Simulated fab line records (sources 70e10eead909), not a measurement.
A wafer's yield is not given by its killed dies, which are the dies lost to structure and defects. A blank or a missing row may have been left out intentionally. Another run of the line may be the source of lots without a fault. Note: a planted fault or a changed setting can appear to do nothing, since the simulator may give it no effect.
fab line records	flow nand-harc
[record] lots = 6	wafers = 18	last-day = 31
route steps=1302 shown P_BONDPAD@356 A_ZERO_WELL@390 END@1302
lots with no fault: from the same line, run without faults
start-h: hours from the record's first day to the start of the lot's first wafer shown	wait-h: time in hours since the lot's previous step	" repeats the value in the row above	L1.1+2: a single row standing in for several wafers	- value missing, or start not given	* or withheld: withheld	< > ~ a bound
route shown NAME@n: NAME is a module with steps in the file, n the number in the route of the first one	usual: mean/standard deviation of fault-free wafers	same: alike in all rows	chamber/n: place in a boat	sites: each site's reading	_std_site: standard deviation across them	_edge_site: inner sites' mean taken away from outer sites' mean	radius-mm: for every site, how far away it sits from the centre of the wafer	mask NAME#n: copy n	behind: the last tool/chamber to shape the wafer	hold: cause of the lot's hold/its duration in hours/its outcome	device: whichever transistor did not switch (one of n, p or np)	end of line: at the end of the route, the tests of the same wafers	a step without rows: its recipe alone	killed: the dies lost at the first sort to structure and to defects; this is not the yield of the wafer	map: per-die view of a wafer (x killed, . not killed, _ where there is no die)
set.NAME: the setting that was run; set.NAME@STEP: the one run at that earlier step	model.NAME: the simulator's own value behind a step, which no gauge read
lots at some steps of the route; a table a step, a row a wafer
services: a tool's chamber out of use, with start hour (start-h, from the record's first day; less than 0 if before it), hours out, and reason
[[steps]]
[step NHARC_P_BONDPAD_HMDS_02]
[recipe] time-s = 30
[step NHARC_P_BONDPAD_COAT_36]
[recipe] temp-c = 200	time-s = 65
[step NHARC_P_BONDPAD_COAT_03]
[recipe] spin-rpm = 2000	resist-thk-nm = 600
[step NHARC_P_BONDPAD_SOFTBAKE_04]
[recipe] temp-c = 125	time-s = 70
[step NHARC_P_BONDPAD_EBR_05]
[step NHARC_P_BONDPAD_EXPOSE_06]
[recipe] na = 0.55	dose-mj = 37.06	mask-id = P_BPAD
[step NHARC_P_BONDPAD_PEB_07]
[recipe] peb-temp-c = 128	peb-time-s = 80
[step NHARC_P_BONDPAD_DEVELOP_08]
[recipe] time-s = 50	dev-temp-c = 22
[step NHARC_P_BONDPAD_CD_MEAS_09]
[recipe] target-cd-nm = 500	landing-energy-ev = 500
[usual] cd-nm = 500.2/2.4
lot.wafer	tool	chamber	start-h	wait-h	cd-nm
L454.1	cd-sem-02	0	141.95	-	503.7
L454.3	"	0	"	"	504.0
L454.4	"	0	"	"	503.3
L460.2	cd-sem-01	0	203.69	-	500.3
L460.4	"	0	"	"	499.1
L460.6	"	0	"	"	499.7
L461.1	cd-sem-02	0	213.57	-	500.2
L461.3	"	0	"	"	501.7
L461.6	"	0	"	"	502.1
L466.2	cd-sem-02	0	258.98	-	500.2
L466.3	"	0	"	"	502.2
L466.5	"	0	"	"	501.2
L468.1	cd-sem-02	0	282.64	-	497.0
L468.2	"	0	"	"	499.7
L468.3	"	0	"	"	499.8
L472.1	cd-sem-03	0	329.36	-	499.5
L472.4	"	0	"	"	502.1
L472.5	"	0	"	"	504.1
[step NHARC_P_BONDPAD_OVL_MEAS_38]
[usual] overlay-x-nm = 1/5.6	overlay-y-nm = -1/7.4
lot.wafer	tool	chamber	start-h	wait-h	overlay-x-nm	overlay-y-nm
L454.1	overlay-01	-	142.03	-	-8	-10
L454.3	"	-	"	"	-8	-10
L454.4	"	-	"	"	-8	-10
L460.2	overlay-01	-	203.78	-	1	-5
L460.4	"	-	"	"	1	-6
L460.6	"	-	"	"	1	-6
L461.1	overlay-01	-	213.65	-	-7	-14
L461.3	"	-	"	"	-7	-14
L461.6	"	-	"	"	-7	-14
L466.2	overlay-01	-	259.06	-	4	13
L466.3	"	-	"	"	4	14
L466.5	"	-	"	"	4	13
L468.1	overlay-01	-	282.73	-	10	2
L468.2	"	-	"	"	10	2
L468.3	"	-	"	"	11	2
L472.1	overlay-02	-	329.45	-	6	1
L472.4	"	-	"	"	6	1
L472.5	"	-	"	"	6	1
[step NHARC_P_BONDPAD_HARDBAKE_10]
[recipe] temp-c = 118	time-s = 65
[step NHARC_P_BONDPAD_DESCUM_11]
[recipe] time-s = 3	o2-flow-sccm = 200	ar-flow-sccm = 0	bias-power-w = 0	chemistry = O2
[step NHARC_P_BONDPAD_ETCH_37]
[recipe] target-depth-a = 600	overetch-a = 180	time-s = 65.91	ion-energy-ev = 200	n2-flow-sccm = 150	h2-flow-sccm = 150	ar-flow-sccm = 0	rf-w = 400	bias-w = 150	chemistry = N2/H2
[usual] drypump-motor-current-A = 5.77/0.29	h2-flow-sccm = 150.0/0.48	oes-product-au = 1.001/0.01	rf-vpp-V = 430.7/2	showerhead-plenum-p-Torr = 2.04/0.067	throttle-valve-pct = 14.170/0.0095
lot.wafer	tool	chamber	start-h	wait-h	drypump-motor-current-A	h2-flow-sccm	oes-product-au	rf-hours-counter-h	rf-vpp-V	showerhead-plenum-p-Torr	throttle-valve-pct
L454.1	rie-diel-08	0	142.26	0.1	5.60	150.5	0.998	3.4	429.4	1.99	14.166
L454.3	"	3	"	"	6.34	150.2	1.003	3.4	431.7	2.02	14.187
L454.4	"	3	"	"	6.35	150.2	1.005	-	430.4	2.02	14.155
L460.2	rie-diel-02	1	204.00	0.1	5.50	149.5	1.006	8.5	430.1	2.05	14.169
L460.4	"	2	"	"	5.50	150.3	1.006	7.9	432.9	2.09	14.167
L460.6	"	0	"	"	5.60	150.1	1.008	-	431.7	2.09	14.153
L461.1	rie-diel-08	2	213.86	0.1	5.60	149.9	1.002	0.2	434.5	2.18	14.154
L461.3	"	3	"	"	6.37	149.6	1.009	0.3	429.9	2.02	14.150
L461.6	"	2	"	"	5.61	149.8	0.996	-	433.7	2.18	14.168
L466.3	rie-diel-02	0	259.27	0.1	5.64	150.0	1.006	1.2	432.1	2.09	14.179
L466.2	"	2	"	"	5.53	149.8	0.994	0.8	431.5	2.09	14.161
L466.5	"	0	"	"	5.62	150.1	1.003	-	431.8	2.09	14.155
L468.2	rie-diel-02	0	282.94	0.1	5.62	150.5	1.016	2.6	430.8	2.09	14.172
L468.3	"	2	"	"	5.52	150.8	1.000	2.1	431.8	2.08	14.171
L468.1	"	3	"	"	5.98	149.7	1.002	2.2	431.4	1.99	14.159
L472.1	rie-diel-09	1	329.66	0.1	6.22	148.6	1.000	0.0	430.4	2.06	14.168
L472.4	"	2	"	"	5.96	149.8	1.002	0.0	431.9	2.11	14.173
L472.5	"	0	"	"	5.64	150.1	0.966	-	428.1	1.95	14.178
[step NHARC_P_BONDPAD_ETCH_12]
[recipe] target-depth-a = 2000	time-s = 100	chf3-flow-sccm = 50	o2-flow-sccm = 10	ar-flow-sccm = 200	rf-w = 500	bias-w = 200	chemistry = CHF3/O2
[step NHARC_P_BONDPAD_CD_MEAS_13]
[usual] cd-nm = 499.5/2.6
lot.wafer	tool	chamber	start-h	wait-h	cd-nm
L454.1	cd-sem-02	-	142.52	-	504.7
L454.3	"	-	"	"	502.8
L454.4	"	-	"	"	502.5
L460.2	cd-sem-03	-	204.22	-	500.2
L460.4	"	-	"	"	499.5
L460.6	"	-	"	"	498.6
L461.1	cd-sem-03	-	214.09	-	499.5
L461.3	"	-	"	"	502.5
L461.6	"	-	"	"	501.7
L466.2	cd-sem-03	-	259.50	-	500.0
L466.3	"	-	"	"	500.4
L466.5	"	-	"	"	499.2
L468.1	cd-sem-03	-	283.16	-	496.7
L468.2	"	-	"	"	496.4
L468.3	"	-	"	"	498.2
L472.1	cd-sem-01	-	329.89	-	499.8
L472.4	"	-	"	"	500.5
L472.5	"	-	"	"	503.4
[step NHARC_P_BONDPAD_STRIP_15]
[recipe] o2-flow-sccm = 500	ar-flow-sccm = 0	bias-w = 0	chemistry = O2
[usual] drypump-motor-current-A = 5.76/0.29	oes-product-au = 1.002/0.012	rf-vpp-V = 57.9/0.92	showerhead-plenum-p-Torr = 3.54/0.1	throttle-valve-pct = 17.035/0.0094
lot.wafer	tool	chamber	start-h	wait-h	drypump-motor-current-A	oes-product-au	rf-hours-counter-h	rf-vpp-V	showerhead-plenum-p-Torr	throttle-valve-pct
L454.4	rie-diel-02	1	142.61	0.1	5.52	1.002	5.2	57.1	3.55	17.015
L454.1	"	2	"	"	5.55	1.015	5.0	58.7	3.60	17.028
L454.3	"	3	"	"	5.96	1.023	4.7	58.1	3.46	17.036
L460.4	rie-diel-02	0	204.29	0.1	5.62	1.019	8.3	58.4	3.61	17.015
L460.2	"	1	"	"	5.54	1.011	8.6	59.6	3.55	17.035
L460.6	"	1	"	"	5.53	1.009	-	58.4	3.55	17.040
L461.1	rie-diel-02	1	214.18	0.1	5.54	1.016	9.4	58.7	3.55	17.039
L461.3	"	3	"	"	5.94	0.999	8.4	57.6	3.46	17.042
L461.6	"	0	"	"	5.60	1.013	-	56.1	3.61	17.020
L466.2	rie-diel-09	3	259.59	0.1	6.34	1.024	4.3	56.7	3.52	17.040
L466.3	"	0	"	"	5.64	0.985	4.8	58.2	3.39	17.046
L466.5	"	2	"	"	5.97	0.989	-	56.6	3.65	17.037
L468.2	rie-diel-08	2	283.26	0.1	5.59	1.001	1.7	58.5	3.75	17.040
L468.3	"	3	"	"	6.38	1.002	1.7	57.6	3.49	17.022
L468.1	"	0	"	"	5.59	1.008	1.8	57.7	3.45	17.024
L472.1	rie-diel-02	3	329.96	0.1	5.95	1.003	5.5	57.7	3.45	17.046
L472.5	"	3	"	"	5.96	1.001	-	57.2	3.46	17.026
L472.4	"	2	"	"	5.53	0.996	-	57.2	3.60	17.037
[step NHARC_P_BONDPAD_ETCH_24]
[recipe] target-depth-a = 300	over-etch-frac = 0.3	time-s = 72.99	ion-energy-ev = 150	cf4-flow-sccm = 50	n2-flow-sccm = 100	ar-flow-sccm = 150	rf-w = 300	bias-w = 100	chemistry = CF4/N2
[usual] drypump-motor-current-A = 5.75/0.28	oes-product-au = 1.001/0.01	rf-vpp-V = 314.1/1.6	showerhead-plenum-p-Torr = 2.63/0.078	throttle-valve-pct = 19.794/0.0082
lot.wafer	tool	chamber	start-h	wait-h	drypump-motor-current-A	oes-product-au	rf-hours-counter-h	rf-vpp-V	showerhead-plenum-p-Torr	throttle-valve-pct
L454.1	rie-diel-02	1	-	-	5.52	0.993	5.2	315.1	2.64	19.796
L454.4	"	3	"	"	5.95	1.010	4.7	313.8	2.57	19.809
L454.3	"	0	"	"	5.61	1.012	4.8	315.4	2.69	19.801
L460.2	rie-diel-02	1	-	-	5.54	1.012	8.7	314.3	2.64	19.796
L460.4	"	0	"	"	5.64	1.009	8.4	316.3	2.69	19.803
L460.6	"	2	"	"	5.53	1.001	-	313.6	2.68	19.787
L461.3	rie-diel-02	1	-	-	5.50	1.015	9.4	316.8	2.64	19.799
L461.1	"	3	"	"	5.92	1.011	8.4	311.3	2.57	19.783
L461.6	"	0	"	"	5.63	1.012	-	313.7	2.69	19.790
L466.3	rie-diel-09	1	-	-	6.20	0.978	5.1	315.0	2.66	19.799
L466.2	"	2	"	"	5.99	1.000	5.0	314.1	2.72	19.786
L466.5	"	1	"	"	6.21	0.978	-	314.8	2.66	19.805
L468.1	rie-diel-08	0	-	-	5.60	1.007	1.8	313.4	2.57	19.787
L468.2	"	1	"	"	5.60	1.003	1.9	312.1	2.51	19.804
L468.3	"	3	"	"	6.36	1.001	1.7	313.1	2.60	19.789
L472.1	rie-diel-02	1	330.14	0.2	5.50	0.992	5.3	314.2	2.64	19.800
L472.5	"	1	"	"	5.48	0.994	-	313.3	2.64	19.790
L472.4	"	3	"	"	5.94	1.003	-	312.8	2.57	19.807
[step NHARC_P_BONDPAD_STRIP_16]
[recipe] time-s = 600	temp-c = 30	chemistry = post-etch-residue-remover
[step NHARC_P_BONDPAD_DEGAS_25]
[recipe] temp-c = 300	time-s = 60
[step NHARC_P_BONDPAD_PRE_CLEAN_26]
[recipe] time-s = 30	temp-c = 280	gas = H2/He
[usual] heater-power-w = 439/40
lot.wafer	tool	chamber	start-h	wait-h	heater-power-w
L454.4	pvd-sputter-01	-	-	-	434
L454.1	"	-	"	"	405
L454.3	"	-	"	"	444
L460.2	pvd-sputter-01	-	-	-	439
L460.4	"	-	"	"	399
L460.6	"	-	"	"	463
L461.3	pvd-sputter-01	-	-	-	433
L461.1	"	-	"	"	433
L461.6	"	-	"	"	467
L466.2	pvd-sputter-03	-	-	-	462
L466.3	"	-	"	"	444
L466.5	"	-	"	"	461
L468.2	pvd-sputter-03	-	-	-	450
L468.1	"	-	"	"	466
L468.3	"	-	"	"	493
L472.1	pvd-sputter-02	-	-	-	369
L472.4	"	-	"	"	456
L472.5	"	-	"	"	372
[step NHARC_P_BONDPAD_PVD_17]
[recipe] target-thk-a = 50	bias-v = 168.6	power-w = 15000	chamber-pressure-pa = 0.12	time-s = 8.06	substrate-temp-c = 50	material = TaN
[step NHARC_P_BONDPAD_PVD_27]
[recipe] target-thk-a = 300	chamber-pressure-pa = 5	power-w = 5000	substrate-temp-c = 30	time-s = 20.49	material = Cu
[usual] throttle-valve-pct = 29.8/1.2
lot.wafer	tool	chamber	start-h	wait-h	throttle-valve-pct
L454.3	pvd-sputter-01	-	-	-	29.2
L454.1	"	-	"	"	29.5
L454.4	"	-	"	"	28.2
L460.2	pvd-sputter-01	-	-	-	31.8
L460.4	"	-	"	"	29.1
L460.6	"	-	"	"	31.9
L461.3	pvd-sputter-01	-	-	-	29.3
L461.1	"	-	"	"	28.1
L461.6	"	-	"	"	31.8
L466.3	pvd-sputter-03	-	-	-	30.7
L466.2	"	-	"	"	30.0
L466.5	"	-	"	"	29.5
L468.1	pvd-sputter-03	-	-	-	30.1
L468.3	"	-	"	"	29.5
L468.2	"	-	"	"	31.0
L472.4	pvd-sputter-02	-	-	-	31.5
L472.1	"	-	"	"	30.9
L472.5	"	-	"	"	31.9
[step NHARC_P_BONDPAD_ECD_18]
[recipe] target-thk-a = 4000	bath-temp-c = 25	material = Cu
[step NHARC_P_BONDPAD_ANNEAL_28]
[recipe] temp-c = 225	time-s = 90
[usual] anneal-temp-c = 225.02/0.18	wafer_temp_C_max = 225.99/0.27
lot.wafer	tool	chamber	start-h	wait-h	anneal-temp-c	wafer_temp_C_max
L454.1	rtp-anneal-01	0	143.90	0.3	225.41	225.78
L454.3	"	0	"	"	225.13	225.60
L454.4	"	0	"	"	225.35	225.77
L460.2	rtp-anneal-01	0	205.67	0.4	225.24	225.87
L460.4	"	0	"	"	225.12	225.85
L460.6	"	0	"	"	225.09	225.94
L461.1	rtp-anneal-01	0	215.46	0.3	225.20	226.07
L461.3	"	0	"	"	224.88	225.94
L461.6	"	0	"	"	224.94	226.12
L466.2	rtp-anneal-01	0	260.91	-	225.22	225.77
L466.3	"	0	"	"	225.00	225.78
L466.5	"	0	"	"	224.77	225.81
L468.1	rtp-anneal-01	0	284.55	-	224.97	226.23
L468.2	"	0	"	"	224.99	226.14
L468.3	"	0	"	"	225.30	225.82
L472.1	rtp-anneal-01	0	331.42	0.4	225.01	226.05
L472.4	"	0	"	"	225.02	225.73
L472.5	"	0	"	"	224.97	225.90
[step NHARC_P_BONDPAD_CMP_19]
[recipe] t-overpolish-s = 30	cu-recess-touch-s = 16	target-thk-nm = 160.81
[step NHARC_P_BONDPAD_THK_MEAS_20]
[recipe] thk-meas-gauge = xrf
[usual] thk-nm = 161.3/1.9
lot.wafer	tool	chamber	start-h	wait-h	thk-nm
L454.1	film-metro-01	-	144.57	-	166.6
L454.3	"	-	"	"	158.0
L454.4	"	-	"	"	162.9
L460.2	film-metro-01	-	206.29	-	157.4
L460.4	"	-	"	"	160.8
L460.6	"	-	"	"	159.6
L461.1	film-metro-02	-	216.13	-	162.4
L461.3	"	-	"	"	160.1
L461.6	"	-	"	"	161.5
L466.2	film-metro-01	-	261.54	-	161.1
L466.3	"	-	"	"	163.4
L466.5	"	-	"	"	163.0
L468.1	film-metro-01	-	285.22	-	165.2
L468.2	"	-	"	"	160.7
L468.3	"	-	"	"	161.3
L472.1	film-metro-01	-	332.09	-	163.4
L472.4	"	-	"	"	162.6
L472.5	"	-	"	"	159.4
[step NHARC_P_BONDPAD_SRD_21]
[recipe] time-s = 30	temp-c = 23	dry-time-s = 20	spin-rpm = 1500
[step NHARC_P_BONDPAD_ACTIVATE_29]
[recipe] time-s = 60	n2-flow-sccm = 200	ar-flow-sccm = 0	bias-power-w = 0	chemistry = N2
[step NHARC_P_BONDPAD_PRECLEAN_30]
[recipe] time-s = 300	temp-c = 23	chemistry = DIW
[step NHARC_P_BONDPAD_SRD_31]
[recipe] time-s = 30	temp-c = 23	dry-time-s = 20	spin-rpm = 1500
[step NHARC_A_ZERO_WELL_PRECLEAN_00]
[recipe] time-s = 600	temp-c = 120	chemistry = SPM
[step NHARC_A_ZERO_WELL_SRD_01]
[step NHARC_A_ZERO_WELL_DEHYDRATE_02]
[recipe] temp-c = 150	time-s = 120
[step NHARC_A_ZERO_WELL_HMDS_03]
[recipe] time-s = 30
[step NHARC_A_ZERO_WELL_COAT_18]
[recipe] temp-c = 200	time-s = 65
[step NHARC_A_ZERO_WELL_COAT_04]
[recipe] spin-rpm = 2000	resist-thk-nm = 600
[step NHARC_A_ZERO_WELL_SOFTBAKE_05]
[recipe] temp-c = 125	time-s = 70
[step NHARC_A_ZERO_WELL_EBR_06]
[step NHARC_END_SORT_01]
[recipe] temp-c = 25
[usual] defect-limited-yield = 91.3/1.9	killed-at-array = 54/12	killed-at-other = 0.7/1.1	killed-at-periphery = 3.9/2.8	killed-dies = 59/13	killed-open = 3.4/2	killed-short = 2.5/1.7	sort_bin_2_pct = 3.1/0.91	sort_bin_3_pct = 0.6/0.34	sort_bin_4_pct = 5.0/1.1	sort-n-pass = 618/13	sort-rim-yield-pct = 88/3.5	sort-yield-pct = 91.3/1.9
[same] gross-dies = 677	sort_bin_5_pct[%] = 0	sort_bin_6_pct[%] = 0	sort_bin_7_pct[%] = 0	sort_bin_8_pct[%] = 0	sort-rim-n-gross = 106.00
lot.wafer	tool	chamber	start-h	wait-h	defect-limited-yield[%]	killed-at-array	killed-at-other	killed-at-periphery	killed-dies	killed-open	killed-short	sort_bin_2_pct[%]	sort_bin_3_pct[%]	sort_bin_4_pct[%]	sort-n-pass	sort-rim-yield-pct[%]	sort-yield-pct[%]
L460.2	prober-01	0	623.53	2.8	88.9	69	2	4	75	1	3	4.7	0.9	5.5	602	86	88.9
L460.4	prober-01	0	625.13	3.4	88.3	75	2	2	79	3	3	3.8	1.3	6.5	598	83	88.3
L460.6	prober-01	0	626.73	4.0	86.9	79	3	7	89	4	3	3.5	1.8	7.8	588	78	86.9
L461.1	prober-02	0	638.72	2.5	91.1	58	0	2	60	5	2	3.5	0.7	4.6	617	87	91.1
L461.3	prober-02	0	640.33	3.1	90.5	61	0	3	64	1	4	4.0	0.6	4.9	613	84	90.5
L461.6	prober-02	0	642.75	4.0	91.3	55	0	4	59	4	2	3.1	0.3	5.3	618	87	91.3
L466.2	prober-02	0	681.03	2.8	78.7	35	1	108	144	6	4	9.9	5.2	6.2	533	89	78.7
L468.1	prober-01	0	708.07	2.5	90.4	65	0	0	65	3	1	3.5	0.7	5.3	612	87	90.4
L468.2	prober-01	0	708.87	2.8	90.8	59	0	3	62	0	6	4.0	0.4	4.7	615	85	90.8
L468.3	prober-01	0	709.66	3.1	76.4	57	1	102	160	5	7	9.3	6.4	8.0	517	84	76.4
L472.1	prober-01	0	752.28	2.5	92.0	49	0	5	54	9	4	2.7	1.2	4.1	623	89	92.0
L472.4	prober-01	0	754.62	3.3	93.2	41	0	5	46	3	1	3.1	0.4	3.2	631	89	93.2
L472.5	prober-01	0	755.40	3.6	90.8	48	1	13	62	8	6	3.4	1.0	4.7	615	79	90.8
// killed by level:class
L460.2 A_CHANNEL_HOLE_D2:chamber-film-flake=26 A_CHANNEL_HOLE_D1:chamber-film-flake=21 A_STAIRCASE:chamber-film-flake=7 A_CONTACT:chamber-film-flake=5 P_GATE:chamber-film-flake=2 A_SLIT:chamber-film-flake=2 THIN_TSV:chamber-film-flake=2 A_CHANNEL_HOLE_D1:geometric-particle:short=1
L460.4 A_CHANNEL_HOLE_D1:chamber-film-flake=25 A_CHANNEL_HOLE_D2:chamber-film-flake=22 A_CONTACT:chamber-film-flake=8 A_STAIRCASE:chamber-film-flake=5 A_BONDPAD:chamber-film-flake=5 A_CHANNEL_FILL_D2:geometric-particle:short=2 P_M0:chamber-film-flake=2 A_SLIT:chamber-film-flake=2
L460.6 A_CHANNEL_HOLE_D1:chamber-film-flake=29 A_CHANNEL_HOLE_D2:chamber-film-flake=23 A_CONTACT:chamber-film-flake=10 A_M1:chamber-film-flake=5 P_M0:chamber-film-flake=3 A_STAIRCASE:chamber-film-flake=3 P_M0:geometric-particle:open=2 A_CHANNEL_FILL_D2:chamber-film-flake=2
L461.1 A_CHANNEL_HOLE_D1:chamber-film-flake=29 A_CHANNEL_HOLE_D2:chamber-film-flake=11 A_CONTACT:chamber-film-flake=4 A_ONON_D2:geometric-particle:open=2 A_CHANNEL_FILL_D1:chamber-film-flake=2 A_SLIT:chamber-film-flake=2 A_WL_FILL:chamber-film-flake=2 P_M0:geometric-particle:open=1
L461.3 A_CHANNEL_HOLE_D1:chamber-film-flake=26 A_CHANNEL_HOLE_D2:chamber-film-flake=16 A_STAIRCASE:chamber-film-flake=4 A_CONTACT:chamber-film-flake=4 A_SLIT:chamber-film-flake=2 A_WL_FILL:chamber-film-flake=2 A_SOURCE_PLATE:geometric-particle:short=1 A_CHANNEL_FILL_D2:geometric-particle:short=1
L461.6 A_CHANNEL_HOLE_D1:chamber-film-flake=27 A_CHANNEL_HOLE_D2:chamber-film-flake=14 A_CONTACT:chamber-film-flake=5 A_STAIRCASE:chamber-film-flake=3 A_CHANNEL_FILL_D2:geometric-particle:short=2 P_BONDPAD:chamber-film-flake=2 A_SOURCE_PLATE:geometric-particle:open=1 A_CHANNEL_FILL_D2:geometric-particle:open=1
L466.2 P_BONDPAD:unspecified=108 A_CHANNEL_HOLE_D2:chamber-film-flake=14 A_CHANNEL_HOLE_D1:chamber-film-flake=4 A_SOURCE_PLATE:geometric-particle:short=2 A_CHANNEL_FILL_D2:geometric-particle:open=2 A_STAIRCASE:chamber-film-flake=2 A_SLIT:chamber-film-flake=2 A_CONTACT:chamber-film-flake=2
L468.1 A_SLIT:chamber-film-flake=31 A_CHANNEL_HOLE_D1:chamber-film-flake=28 A_ONON_D1:geometric-particle:open=1 A_CHANNEL_HOLE_D1:geometric-particle:open=1 A_CHANNEL_HOLE_D1:geometric-particle:short=1 A_CHANNEL_HOLE_D2:geometric-particle:open=1 A_ZERO_WELL:chamber-film-flake=1 A_CHANNEL_FILL_D2:chamber-film-flake=1
L468.2 A_CHANNEL_HOLE_D1:chamber-film-flake=25 A_SLIT:chamber-film-flake=22 A_CHANNEL_FILL_D1:chamber-film-flake=3 A_ONON_D1:geometric-particle:short=2 A_STAIRCASE:chamber-film-flake=2 P_CONTACT:geometric-particle:short=1 A_CHANNEL_HOLE_D2:geometric-particle:short=1 A_CHANNEL_FILL_D2:geometric-particle:short=1
L468.3 P_BONDPAD:unspecified=96 A_CHANNEL_HOLE_D1:chamber-film-flake=26 A_SLIT:chamber-film-flake=14 P_M2:chamber-film-flake=4 A_DECK1_JOINT:geometric-particle:short=2 A_M0:geometric-particle:open=2 A_DECK1_JOINT:chamber-film-flake=2 A_CHANNEL_HOLE_D2:chamber-film-flake=2
L472.1 A_SLIT:chamber-film-flake=20 A_CHANNEL_HOLE_D1:chamber-film-flake=5 A_CONTACT:chamber-film-flake=4 A_CHANNEL_HOLE_D2:chamber-film-flake=3 A_BLC:geometric-particle:open=2 P_BONDPAD:chamber-film-flake=2 P_GATE:geometric-particle:short=1 A_ONON_D1:geometric-particle:open=1
L472.4 A_SLIT:chamber-film-flake=23 A_CHANNEL_HOLE_D1:chamber-film-flake=5 A_CONTACT:chamber-film-flake=5 P_GATE:chamber-film-flake=3 P_BONDPAD:chamber-film-flake=2 A_CHANNEL_HOLE_D2:chamber-film-flake=2 A_ONON_D1:geometric-particle:open=1 A_ONON_D1:geometric-particle:short=1
L472.5 A_SLIT:chamber-film-flake=21 A_CONTACT:chamber-film-flake=12 P_BONDPAD:chamber-film-flake=5 A_CHANNEL_HOLE_D1:chamber-film-flake=4 P_GATE:chamber-film-flake=3 P_M0:geometric-particle:open=2 A_ONON_D2:geometric-particle:short=2 A_STAIRCASE:chamber-film-flake=2
// map L466.2 (x killed, . not)
____________.____________
_________....x.._________
_______..........._______
______.............______
_____.......x......._____
____.................____
____.........x.......____
___...................___
___..............x....___
__...........x.........__
__....x................__
_..xxx.x.x.............._
_...xx.x................_
_..xxxxxx..............._
_xxxxxxxx..........x...x_
_.xxxxxxx..............._
.xxxxxxxxxx..............
xxxxxxxxxxx.x............
.xxxxxxxxx..x....x.....x.
xxxxxxxxxx...............
.xxxxxxxxx.............x.
_.xxxxxxxx......x......._
_.xxxxxxxx.............._
_..xxxxxx...........x..._
_..xxxxx............x..._
_....xx...........x....._
__....x............x...__
__...........x....x..xx__
___................xxx___
___................xxx___
____..............xxx____
____...............xx____
_____..x........x.x._____
______.............______
_______..........._______
_________......._________
____________.____________
// map L468.3 (x killed, . not)
____________.____________
_________......._________
_______.....x..x.._______
______.............______
_____........x......_____
____.................____
____.................____
___............x......___
___...................___
__....x.........x......__
__.x...................__
_.x.x..x................_
_xxxxxx................._
_xxxxxxxx.....x.....x..x_
_xxxxxxxxxx............x_
_xxxxxxxxx.x........x.xx_
xxxxxxxxxxx..........xxxx
.xxxxxxxx.x..........xxxx
.xxxxxxxx.x.x.......xxxxx
.xxxxxxxxxx...........xxx
xxxxxxxxx....x..x......xx
_.xxxxxxxx...........x.._
_.xxxxxxx....x........xx_
_..xxxx.x...x..........._
_...xxx..x..x.....x....._
_...x....x.............._
__..xx..x..............__
__....x.............x..__
___...x...............___
___...............x...___
____.................____
____.................____
_____..............._____
______.............______
_______..........._______
_________......._________
____________.____________
[[services]]
tool	chamber	start-h	hours	kind
rie-diel-09	2	121.83	23.1	repair
rie-diel-02	0	122.21	-	clean
rie-diel-02	1	122.21	-	clean
rie-diel-02	2	122.21	-	clean
rie-diel-02	2	129.64	6.4	repair
rie-diel-08	1	139.27	3.9	repair
rie-diel-09	-	143.10	9.0	pm
pvd-sputter-01	-	151.74	0.8	repair
pvd-sputter-03	-	170.00	10.0	pm
rie-diel-09	1	176.05	6.8	repair
rie-diel-08	-	190.80	9.0	pm
pvd-sputter-02	-	198.33	7.1	repair
rie-diel-02	-	216.70	9.0	pm
rie-diel-09	3	225.95	7.5	repair
pvd-sputter-01	-	226.07	10.0	pm
pvd-sputter-03	-	237.53	10.7	repair
rie-diel-09	3	246.88	4.9	repair
rie-diel-08	2	257.98	5.4	repair
rie-diel-09	1	278.84	10.1	repair
pvd-sputter-01	-	280.42	4.2	repair
pvd-sputter-02	-	282.00	10.0	pm
pvd-sputter-01	-	297.18	9.8	repair
rie-diel-02	1	311.72	13.4	repair
rie-diel-09	-	320.10	9.0	pm
[[key]]
[first-sign] step = NHARC_END_SORT_01	reading = killed-at-periphery	direction = up	sigmas = 36	usual = 3.9	struck = 105
[effect] step = NHARC_END_SORT_01	reading = defect-limited-yield	direction = down	sigmas = 7.3	usual = 91.3	struck = 77.5
[more-kills-born-at] NHARC_P_BONDPAD_ETCH_37@rie-diel-02 = 203
met-at NHARC_P_BONDPAD_ETCH_37
struck-wafers L466.2,L468.3
onset-between 204.00 259.27
[fault] kind = chamber-particle-source	tool = rie-diel-02	chamber = 2	onset-h = 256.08	steps = NHARC_P_BONDPAD_ETCH_37	rate-per-visit-cm2 = 1.8975	end-h = 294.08
